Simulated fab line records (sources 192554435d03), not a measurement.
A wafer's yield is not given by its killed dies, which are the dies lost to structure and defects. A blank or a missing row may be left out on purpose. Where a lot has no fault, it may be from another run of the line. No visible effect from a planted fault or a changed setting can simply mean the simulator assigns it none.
Chamber matching    flow n5_finfet    N5_HKMG_FIN_STRIP_57 on rie_diel-05: 4 sister chambers
The step strips in CF4. 8 wafers are shown with their chamber, then 7 later ones without.

== WAFERS, EACH WITH ITS CHAMBER ==
wafer   chamber  drypump_motor_current_A (A)  showerhead_plenum_p_Torr (Torr)
L078.1  3        5.8                          1.76
L082.2  2        5.5                          1.82
L082.3  1        5.5                          1.86
L091.1  0        5.7                          1.90
L091.2  3        5.8                          1.75
L091.6  2        5.5                          1.82
L092.1  0        5.6                          1.89
L092.2  1        5.5                          1.85

== WAFERS WITH NO CHAMBER GIVEN ==
wafer   drypump_motor_current_A (A)  showerhead_plenum_p_Torr (Torr)
L092.3  5.5                          1.82
L093.3  5.5                          1.82
L093.4  5.8                          1.75
L093.6  5.8                          1.75
L096.3  5.8                          1.75
L096.4  5.5                          1.85
L096.6  5.5                          1.85

== WHICH CHAMBER EACH WENT THROUGH ==
wafer   from the rows above  in truth
L092.3  2                    2
L093.3  2                    2
L093.4  3                    3
L093.6  3                    3
L096.3  3                    3
L096.4  1                    1
L096.6  1                    1
Placed correctly: 7 of 7. Number that these rows cannot place: 0. Placed wrongly: 0.
How it was worked out, from the rows above alone: a wafer's distance from a chamber is the root of the sum, over the readings, of the square of ((its reading less the chamber's mean) divided by the reading's scatter). If the next closest chamber is less than 2 further off than the closest, the wafer can't be placed; otherwise it belongs to the closest. For every chamber, the mean is computed from those of its wafers that are shown. The scatter is the square root of a quotient: the sum, over the shown wafers, of each reading's squared deviation from its chamber's mean, divided by wafers minus chambers.
